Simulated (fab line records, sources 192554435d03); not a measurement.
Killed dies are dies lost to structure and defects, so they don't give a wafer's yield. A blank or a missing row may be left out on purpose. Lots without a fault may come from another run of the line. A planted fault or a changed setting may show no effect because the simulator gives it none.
fab line records | flow n5_finfet
record lots=7 wafers=21
route steps=1938 shown BEOL_M13@1662 BEOL_M14@1770 BEOL_M15@1773 MIM_BOT@1833 MIM_TOP@1838 MIM_BOT_ETCH@1866 PASSIVATION@1901
start_h: hours from the record's first day to the start of the lot's first wafer shown | wait_h: hours since the lot's step before | " the same as in the row above | L1.1+2: a row that stands for several wafers | - no value, or no start given | * or withheld: withheld | < > ~ a bound
route shown NAME@n: a module of which the file shows steps, and the number in the route of the first | usual: mean/standard deviation of fault-free wafers | same: alike in all rows | chamber/n: place in a boat | sites: the reading at each site | _std_site: their standard deviation | _edge_site: outer sites' mean less inner sites' | radius_mm: how far each site lies from the wafer's centre | mask NAME#n: copy n | behind: the tool/chamber that last shaped the wafer | hold: why the lot was held/for how many hours/how that ended | device: the transistor (n, p or np) that didn't switch | end of line: the same wafers' tests at the end of the route | a step without rows: its recipe alone | killed: dies lost to structure and defects at the first sort, not the wafer's yield | map: a wafer's dies, x killed, . not, _ none there
set.NAME: the setting as run; set.NAME@STEP: as run at that earlier step | model.NAME: the simulator's own value behind a step, which no gauge read
lots whose settings were changed on purpose; a table a step, a row a wafer
## steps
# step N5_BEOL_M13_COAT_04
# recipe spin_rpm=1625 resist_thk_nm=400
# columns lot.wafer tool chamber start_h wait_h set.spin_rpm model.coat_of_BEOL_M13_COAT_04.thk_nm
L075.1 litho_track-03 0 - - 1625 400.8
L075.2 " 0 " " 1515 415.8
L075.3 " 0 " " 1625 399.8
L076.3 litho_track-05 0 - - 1796 381.4
L076.4 " 0 " " 1625 401.6
L076.5 " 0 " " 1796 382
L087.1 litho_track-05 0 - - 1625 399.2
L087.5 " 0 " " 1625 400.6
L087.6 " 0 " " 1625 399.8
L090.2 litho_track-03 0 - - 1625 400.8
L090.5 " 0 " " 1762 384.4
L090.6 " 0 " " 1762 385.4
L092.2 litho_track-03 0 - - 1562 407.6
L092.3 " 0 " " 1625 399.6
L092.6 " 0 " " 1562 407
L093.1 litho_track-02 0 - - 1625 400.2
L093.2 " 0 " " 1625 400.6
L093.6 " 0 " " 1625 401.6
L094.2 litho_track-05 0 - - 1625 400
L094.4 " 0 " " 1625 399.6
L094.6 " 0 " " 1625 399.4
# step N5_BEOL_M13_EBR_06
# recipe solvent=PGMEA ebr_width_mm=1.5
# step N5_BEOL_M13_SOFTBAKE_05
# recipe temp_c=130 time_s=60
# step N5_BEOL_M13_DESCUM_15
# recipe chemistry=O2 time_s=7.9 source_power_w=50 bias_power_w=20 pressure_mtorr=20 rf_frequency_hz=2.712e+07 temp_c=40 o2_flow_sccm=225
# step N5_BEOL_M13_ETCH_59
# recipe chemistry=N2/H2 target=BARC target_depth_a=890 overetch_a=267 time_s=67.9 ion_energy_ev=200 pressure_mtorr=30 source_w=840 bias_w=150 n2_flow_sccm=200 h2_flow_sccm=200
# columns lot.wafer tool chamber start_h wait_h set.spin_rpm@BEOL_M13_COAT_04 model.coat_of_BEOL_M13_COAT_04.thk_nm
L075.1 rie_diel-06 1 235.88 0.0 1625 320.8
L075.2 " 3 " " 1515 332.8
L075.3 " 0 " " 1625 316.8
L076.3 rie_diel-03 1 249.15 0.0 1796 296.4
L076.4 " 0 " " 1625 319
L076.5 " 1 " " 1796 297
L087.1 rie_diel-05 0 307.62 0.0 1625 314
L087.5 " 3 " " 1625 320.4
L087.6 " 0 " " 1625 313.8
L090.2 rie_diel-06 0 333.36 0.0 1625 318.4
L090.5 " 1 " " 1762 303.2
L090.6 " 2 " " 1762 304.6
L092.2 rie_diel-05 2 343.56 0.0 1562 321.2
L092.3 " 3 " " 1625 318.6
L092.6 " 3 " " 1562 326.2
L093.1 rie_diel-05 2 349.80 0.0 1625 314.6
L093.2 " 1 " " 1625 319
L093.6 " 1 " " 1625 320.2
L094.2 rie_diel-03 1 355.38 0.0 1625 316.2
L094.4+6 " 3,2 " " 1625 316
# step N5_BEOL_M13_VIA_ETCH_16
# recipe chemistry=C4F8/O2/Ar target=SiOC pressure_mtorr=30 source_w=3000 bias_w=700 Ar_flow_sccm=400 C4F8_flow_sccm=15 O2_flow_sccm=8 he_inner_torr=15 he_outer_torr=30 target_depth_a=9217 time_s=withheld ion_energy_ev=250 ends=cleared
# columns lot.wafer tool chamber start_h wait_h set.time_s@BEOL_M13_ILD_DEP_00 set.spin_rpm@BEOL_M13_COAT_04 model.etch.depth_nm model.coat_of_BEOL_M13_COAT_04.thk_nm
L075.1 rie_diel-06 1 235.93 0.0 * 1625 847.6 70.8
L075.2 " 3 " " * 1515 826.4 89
L075.3 " 0 " " * 1625 752.7 94.8
L076.3 rie_diel-03 1 249.20 0.0 * 1796 838.2 49.2
L076.4 " 0 " " * 1625 739.4 101
L076.5 " 1 " " * 1796 726.6 82.6
L087.1 rie_diel-05 0 307.67 0.0 * 1625 834.9 67.6
L087.5 " 3 " " * 1625 728.8 105.4
L087.6 " 0 " " * 1625 847.4 63.8
L090.2 rie_diel-06 0 333.41 0.0 * 1625 936.2 42.2
L090.5 " 1 " " * 1762 950.3 23
L090.6 " 2 " " * 1762 832.8 59
L092.2 rie_diel-05 2 343.61 0.0 * 1562 837.7 74
L092.3 " 3 " " * 1625 819.4 76.8
L092.6 " 3 " " * 1562 838.8 78.8
L093.1 rie_diel-05 2 349.85 0.0 * 1625 820.7 72.4
L093.2 " 1 " " * 1625 825.6 75.4
L093.6 " 1 " " * 1625 831.3 74.8
L094.2 rie_diel-03 1 355.43 0.0 * 1625 848.6 65.8
L094.4 " 3 " " * 1625 850.9 65
L094.6 " 2 " " * 1625 858.2 63
# step N5_BEOL_M13_STRIP_63
# recipe chemistry=N2/H2 power_w=1000 temp_c=250 h2_frac=0.65 overash_fraction=0.3 pressure_mtorr=1000 n2_flow_sccm=1750 h2_flow_sccm=3250
# usual strip_time_to_endpoint_s=27.6/1.2
# columns lot.wafer tool chamber start_h wait_h set.time_s@BEOL_M13_ILD_DEP_00 set.spin_rpm@BEOL_M13_COAT_04 strip_time_to_endpoint_s
L075.1 plasma_asher-02 1 236.23 - 166.4 1625 27.9
L075.2 " 0 " " 166.4 1515 33.1
L075.3 " 1 " " 149.7 1625 34.8
L076.3 plasma_asher-02 0 249.51 - 166.4 1796 21.4
L076.4 " 1 " " 143.4 1625 36.5
L076.5 " 0 " " 143.4 1796 31.3
L087.1 plasma_asher-02 0 307.90 - 166.4 1625 27.0
L087.5 " 1 " " 142.5 1625 37.7
L087.6 " 0 " " 166.4 1625 25.9
L090.2 plasma_asher-02 1 333.65 - 186.2 1625 19.1
L090.5 " 0 " " 186.2 1762 12.5
L090.6 " 1 " " 166.4 1762 24.4
L092.2 plasma_asher-02 0 343.85 - 166.4 1562 28.8
L092.3 " 0 " " 166.4 1625 29.7
L092.6 " 0 " " 166.4 1562 30.2
L093.1 plasma_asher-02 1 350.08 - 166.4 1625 28.4
L093.2 " 0 " " 166.4 1625 29.3
L093.6 " 1 " " 166.4 1625 29.1
L094.2 plasma_asher-01 0 355.67 - 166.4 1625 26.5
L094.4 " 0 " " 166.4 1625 26.2
L094.6 " 0 " " 166.4 1625 25.6
# step N5_BEOL_M14_DEP_53
# recipe material=SiCN target_thk_a=500 temp_c=withheld precursor=3MS/NH3 pressure_torr=3 rf_w=675 time_s=17.8
# columns lot.wafer tool chamber start_h wait_h set.time_s model.SiCN_of_BEOL_M14_DEP_53.thk_nm
L075.1 pecvd-03 1 244.86 0.0 17.8 50
L075.2 " 2 " " 19.22 54.2
L075.3 " 0 " " 19.22 53.8
L076.3 pecvd-04 0 263.02 0.0 17.8 49.6
L076.4+5 " 0,2 " " 17.8 51
L087.1 pecvd-04 2 318.89 0.0 17.8 50
L087.5 " 0 " " 17.8 50.6
L087.6 " 1 " " 15.8 45.8
L090.2 pecvd-04 2 343.86 0.0 16.61 46.4
L090.5+6 " 0,1 " " 17.8 50.6
L092.2 pecvd-04 0 354.95 0.0 17.8 49.2
L092.3 " 2 " " 18.55 51.2
L092.6 " 0 " " 18.55 52.2
L093.1 pecvd-03 0 358.35 0.0 17.8 50
L093.2 " 1 " " 17.8 50.2
L093.6 " 0 " " 17.8 50.8
L094.2 pecvd-01 0 364.56 0.0 17.8 49.6
L094.4 " 2 " " 17.8 50.8
L094.6 " 0 " " 17.8 50.6
# step N5_BEOL_M15_ILD_DEP_00
# recipe material=SiO2 target_thk_a=16293 temp_c=400 precursor=TEOS/O2 pressure_torr=6.5 rf_w=900 teos_flow_sccm=161.4 gas=O2 flow_sccm=2650 time_s=346.1
# columns lot.wafer tool chamber start_h wait_h set.time_s model.SiO2_of_BEOL_M15_ILD_DEP_00.thk_nm
L075.1 pecvd-02 2 244.99 0.0 385.7 1810
L075.2 " 1 " " 346.1 1614
L075.3 " 0 " " 346.1 1640
L076.3 pecvd-03 1 263.15 0.0 346.1 1611
L076.4 " 2 " " 346.1 1643
L076.5 " 0 " " 314.6 1486
L087.1 pecvd-03 1 319.02 0.0 346.1 1630
L087.5 " 2 " " 346.1 1648
L087.6 " 0 " " 346.1 1664
L090.2 pecvd-02 0 343.99 0.0 311.7 1450
L090.5 " 0 " " 311.7 1470
L090.6 " 1 " " 346.1 1621
L092.2 pecvd-02 1 355.08 0.0 346.1 1620
L092.3 " 1 " " 346.1 1639
L092.6 " 2 " " 346.1 1638
L093.1 pecvd-03 0 358.48 0.0 346.1 1616
L093.2 " 1 " " 346.1 1608
L093.6 " 2 " " 346.1 1649
L094.2 pecvd-02 2 364.93 0.0 346.1 1640
L094.4 " 0 " " 346.1 1666
L094.6 " 1 " " 346.1 1625
# step N5_BEOL_M15_THK_MEAS_01
# recipe reads=SiO2_of_BEOL_M15_ILD_DEP_00
# usual M15_ILD_THK=1631/21
# columns lot.wafer tool chamber start_h wait_h set.time_s@BEOL_M15_ILD_DEP_00 M15_ILD_THK[nm]
L075.1 film_metro-02 - 245.24 0.1 385.7 1810
L075.2 " - " " 346.1 1614
L075.3 " - " " 346.1 1642
L076.3 film_metro-02 - 263.40 0.1 346.1 1611
L076.4 " - " " 346.1 1643
L076.5 " - " " 314.6 1487
L087.1 film_metro-01 - 319.27 0.1 346.1 1630
L087.5 " - " " 346.1 1649
L087.6 " - " " 346.1 1664
L090.2 film_metro-01 - 344.24 0.1 311.7 1451
L090.5 " - " " 311.7 1469
L090.6 " - " " 346.1 1620
L092.2 film_metro-02 - 355.44 0.3 346.1 1620
L092.3 " - " " 346.1 1640
L092.6 " - " " 346.1 1637
L093.1 film_metro-02 - 358.73 0.1 346.1 1617
L093.2 " - " " 346.1 1607
L093.6 " - " " 346.1 1649
L094.2 film_metro-01 - 365.18 0.1 346.1 1639
L094.4 " - " " 346.1 1665
L094.6 " - " " 346.1 1625
# step N5_BEOL_M15_COAT_58
# recipe resist=BARC temp_c=205 time_s=60 spin_rpm=1500 resist_thk_nm=89
# step N5_BEOL_M15_COAT_04
# recipe spin_rpm=1704 resist_thk_nm=800
# step N5_BEOL_M15_DESCUM_15
# recipe chemistry=O2 time_s=7.9 source_power_w=50 bias_power_w=20 pressure_mtorr=20 rf_frequency_hz=2.712e+07 temp_c=40 o2_flow_sccm=225
# step N5_BEOL_M15_ETCH_59
# recipe chemistry=N2/H2 target=BARC target_depth_a=890 overetch_a=267 time_s=67.9 ion_energy_ev=200 pressure_mtorr=30 source_w=840 bias_w=150 n2_flow_sccm=200 h2_flow_sccm=200
# step N5_BEOL_M15_VIA_ETCH_16
# recipe chemistry=C4F8/O2/Ar target=SiO2 he_inner_torr=15 he_outer_torr=30 target_depth_a=17922 time_s=withheld ion_energy_ev=800 pressure_mtorr=20 source_w=1905 bias_w=2040 Ar_flow_sccm=400 C4F8_flow_sccm=16 O2_flow_sccm=12 ends=cleared
# columns lot.wafer tool chamber start_h wait_h set.time_s@BEOL_M15_ILD_DEP_00 model.etch.depth_nm model.coat_of_BEOL_M15_COAT_04.thk_nm
L075.1 rie_diel-06 1 245.72 0.0 * 1810 277.4
L075.2 " 0 " " * 1614 336.6
L075.3 " 2 " " * 1640 328.4
L076.3 rie_diel-06 1 263.88 0.0 * 1611 329.2
L076.4 " 0 " " * 1643 333.2
L076.5 " 0 " " * 1486 368.8
L087.1 rie_diel-06 0 319.89 0.0 * 1630 333.4
L087.5 " 3 " " * 1648 318.2
L087.6 " 0 " " * 1664 327.2
L090.2 rie_diel-03 1 345.06 0.0 * 1450 376.2
L090.5 " 3 " " * 1470 379
L090.6 " 1 " " * 1621 335
L092.2 rie_diel-05 1 356.05 0.0 * 1620 346.8
L092.3 " 3 " " * 1639 337.6
L092.6 " 3 " " * 1638 336.8
L093.1 rie_diel-03 2 359.63 0.0 * 1616 334.2
L093.2 " 0 " " * 1608 344.8
L093.6 " 0 " " * 1649 338
L094.2 rie_diel-03 0 365.78 0.0 * 1640 334
L094.4 " 3 " " * 1666 329.4
L094.6 " 0 " " * 1625 342
# step N5_MIM_BOT_SPUTTER_00
# recipe material=TiN target_thk_a=350 temp_c=200 power_w=3000 chamber_pressure_pa=0.49996 gas=Ar reactive_partial_pa=0.37997 time_s=89.7
# columns lot.wafer tool chamber start_h wait_h set.time_s model.TiN_of_MIM_BOT_SPUTTER_00.thk_nm
L075.1 pvd_sputter-03 - 250.39 0.0 86.1 33.4
L075.2 " - " " 86.1 33.8
L075.3 " - " " 89.7 35.2
L076.3+5 pvd_sputter-01 - 270.91 0.0 89.7 35.2
L076.4 " - " " 86.09 33.8
L087.1+6 pvd_sputter-03 - 328.01 0.0 89.7 34.6
L087.5 " - " " 80.85 31
L090.2 pvd_sputter-01 - 352.12 0.0 83.59 32.4
L090.5 " - " " 89.7 35
L090.6 " - " " 83.59 32.2
L092.2+3 pvd_sputter-02 - 365.53 0.0 89.7 34.8
L092.6 " - " " 89.7 35
L093.1 pvd_sputter-02 - 365.75 0.0 89.7 35.2
L093.2+6 " - " " 89.7 35
L094.2 pvd_sputter-03 - 372.43 0.0 89.7 35.2
L094.4 " - " " 89.7 34.6
L094.6 " - " " 89.7 35
# step N5_MIM_TOP_SPUTTER_03
# recipe material=TiN target_thk_a=350 temp_c=200 power_w=3000 chamber_pressure_pa=0.49996 gas=Ar reactive_partial_pa=0.37997 time_s=89.7
# columns lot.wafer tool chamber start_h wait_h set.power_w model.TiN_of_MIM_TOP_SPUTTER_03.thk_nm
L075.1 pvd_sputter-02 - 250.98 0.0 3000 34.8
L075.2 " - " " 3446 39
L075.3 " - " " 3446 39.8
L076.3 pvd_sputter-02 - 271.58 0.0 3000 35
L076.4+5 " - " " 3000 34.2
L087.1+6 pvd_sputter-03 - 329.29 0.0 3000 35.2
L087.5 " - " " 3000 34.8
L090.2 pvd_sputter-01 - 353.20 0.0 3000 35.6
L090.5 " - " " 3000 35.2
L090.6 " - " " 3255 38.4
L092.2 pvd_sputter-02 - 366.79 0.0 3000 35.2
L092.3 " - " " 3000 34.4
L092.6 " - " " 3000 34.6
L093.1 pvd_sputter-02 - 367.15 0.0 3000 34.4
L093.2 " - " " 2552 30
L093.6 " - " " 3000 35.2
L094.2+6 pvd_sputter-03 - 373.39 0.0 3000 34.8
L094.4 " - " " 3000 34.6
# step N5_MIM_BOT_ETCH_ETCH_04
# recipe chemistry=CF4/O2 target=SiNx target_depth_a=260 time_s=13 ion_energy_ev=100 pressure_mtorr=40 source_w=535 bias_w=49 Ar_flow_sccm=100 cf4_flow_sccm=100 O2_flow_sccm=10
# columns lot.wafer tool chamber start_h wait_h set.time_s model.etch.depth_nm
L075.1 rie_diel-04 3 252.45 0.0 11.85 23.48
L075.2 " 1 " " 13 25.42
L075.3 " 2 " " 11.85 23.7
L076.3 rie_diel-02 0 273.09 0.0 13 26.3
L076.4 " 2 " " 11.26 22.35
L076.5 " 0 " " 11.26 22.87
L087.1 rie_diel-02 1 330.82 0.0 13 26.25
L087.5 " 3 " " 13 26.34
L087.6 " 2 " " 11.35 22.4
L090.2 rie_diel-04 3 354.73 0.0 13 25.95
L090.5 " 3 " " 12.1 23.99
L090.6 " 0 " " 13 26.51
L092.2 rie_diel-02 0 368.26 0.0 13 26.18
L092.3 " 1 " " 14.5 28.93
L092.6 " 1 " " 14.5 28.81
L093.1 rie_diel-02 0 368.69 0.0 13 26.54
L093.2 " 1 " " 13 26.24
L093.6 " 3 " " 13 26.59
L094.2 rie_diel-01 1 374.80 0.0 13 25.89
L094.4 " 0 " " 13 25.48
L094.6 " 3 " " 13 26.45
# step N5_PASSIVATION_EXPOSE_27
# recipe mask_id=PAD na=0.55 source_shape=conventional sigma_outer=0.8 polarization=unpolarized defocus_nm=0 dose_mj=32.3
# columns lot.wafer tool chamber start_h wait_h mask set.dose_mj
L075.1+2 krf_scanner-02 0 258.33 - PAD#0 32.3
L075.3 " 0 " " PAD#0 30.66
L076.3 krf_scanner-02 0 276.29 - PAD#0 31.3
L076.4+5 " 0 " " PAD#0 32.3
L087.1+6 krf_scanner-01 0 335.51 - PAD#0 32.3
L087.5 " 0 " " PAD#0 33.43
L090.2+6 krf_scanner-01 0 357.40 - PAD#0 32.3
L090.5 " 0 " " PAD#0 33.44
L092.2+3 krf_scanner-01 0 373.21 - PAD#0 32.3
L092.6 " 0 " " PAD#0 34.64
L093.1+2 krf_scanner-02 0 373.61 - PAD#0 34
L093.6 " 0 " " PAD#0 32.3
L094.2+4+6 krf_scanner-01 0 377.36 - PAD#0 32.3
# step N5_PASSIVATION_PEB_28
# recipe peb_temp_c=withheld peb_time_s=*
# step N5_PASSIVATION_DEVELOP_29
# recipe develop_time_s=60 rinse_liquid=diw dry=air_spin dev_temp_c=21
# step N5_PASSIVATION_HARDBAKE_31
# recipe temp_c=130 time_s=120
# step N5_PASSIVATION_CD_MEAS_30
# recipe target_cd_nm=4000 landing_energy_ev=500 detector=se_inlens polarity=opening
# usual cd_nm=4001.1/1.9
# columns lot.wafer tool chamber start_h wait_h set.dose_mj@PASSIVATION_EXPOSE_27 cd_nm
L075.1 cd_sem-02 0 258.51 - 32.3 4003.9
L075.2 " 0 " " 32.3 4004.2
L075.3 " 0 " " 30.66 3995.5
L076.3 cd_sem-02 0 276.45 - 31.3 3998.8
L076.4 " 0 " " 32.3 4004.4
L076.5 " 0 " " 32.3 4002.3
L087.1 cd_sem-01 0 335.69 - 32.3 4000.6
L087.5 " 0 " " 33.43 4007.7
L087.6 " 0 " " 32.3 4002.2
L090.2 cd_sem-03 0 357.58 - 32.3 4002.8
L090.5 " 0 " " 33.44 4007.5
L090.6 " 0 " " 32.3 4000.6
L092.2 cd_sem-01 0 373.38 - 32.3 4000.9
L092.3 " 0 " " 32.3 4003.3
L092.6 " 0 " " 34.64 4016.0
L093.1 cd_sem-03 0 373.79 - 34 4009.1
L093.2 " 0 " " 34 4008.5
L093.6 " 0 " " 32.3 4001.7
L094.2 cd_sem-02 0 377.53 - 32.3 3999.5
L094.4 " 0 " " 32.3 4000.8
L094.6 " 0 " " 32.3 4001.3
## key
split step=N5_BEOL_M13_COAT_04 setting=spin_rpm stated=1625 by=wafer
response step=N5_BEOL_M13_COAT_04 reading=model.coat_of_BEOL_M13_COAT_04.thk_nm change=-1.97 per=1% r=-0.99
response step=N5_BEOL_M13_ETCH_59 reading=model.coat_of_BEOL_M13_COAT_04.thk_nm change=-1.94 per=1% r=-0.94
response step=N5_BEOL_M13_VIA_ETCH_16 reading=model.coat_of_BEOL_M13_COAT_04.thk_nm slope=-1.85 per=1% together_with=time_s@BEOL_M13_ILD_DEP_00 explained=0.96
response step=N5_BEOL_M13_STRIP_63 reading=strip_time_to_endpoint_s slope=* per=1% together_with=time_s@BEOL_M13_ILD_DEP_00 explained=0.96
split step=N5_BEOL_M14_DEP_53 setting=time_s stated=17.8 by=wafer
response step=N5_BEOL_M14_DEP_53 reading=model.SiCN_of_BEOL_M14_DEP_53.thk_nm change=+0.48 per=1% r=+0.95
split step=N5_BEOL_M15_ILD_DEP_00 setting=time_s stated=346.1 by=wafer
response step=N5_BEOL_M15_ILD_DEP_00 reading=model.SiO2_of_BEOL_M15_ILD_DEP_00.thk_nm change=+15.9 per=1% r=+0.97
response step=N5_BEOL_M15_THK_MEAS_01 reading=M15_ILD_THK change=+15.8 per=1% r=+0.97
response step=N5_BEOL_M15_VIA_ETCH_16 reading=model.etch.depth_nm change=+15.9 per=1% r=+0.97
response step=N5_BEOL_M15_VIA_ETCH_16 reading=model.coat_of_BEOL_M15_COAT_04.thk_nm change=-4.47 per=1% r=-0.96
split step=N5_MIM_BOT_SPUTTER_00 setting=time_s stated=89.7 by=wafer
response step=N5_MIM_BOT_SPUTTER_00 reading=model.TiN_of_MIM_BOT_SPUTTER_00.thk_nm change=+0.375 per=1% r=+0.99
split step=N5_MIM_TOP_SPUTTER_03 setting=power_w stated=3000 by=wafer
response step=N5_MIM_TOP_SPUTTER_03 reading=model.TiN_of_MIM_TOP_SPUTTER_03.thk_nm change=+0.321 per=1% r=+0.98
split step=N5_MIM_BOT_ETCH_ETCH_04 setting=time_s stated=13 by=wafer
response step=N5_MIM_BOT_ETCH_ETCH_04 reading=model.etch.depth_nm change=+0.269 per=1% r=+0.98
split step=N5_PASSIVATION_EXPOSE_27 setting=dose_mj stated=32.3 by=wafer
response step=N5_PASSIVATION_CD_MEAS_30 reading=cd_nm change=+1.7 per=1% r=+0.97
split outside_this_file step=N5_BEOL_M13_ILD_DEP_00 setting=time_s
# split outside_this_file: this setting was split too, and the file shows its column; the key of that split is in another file
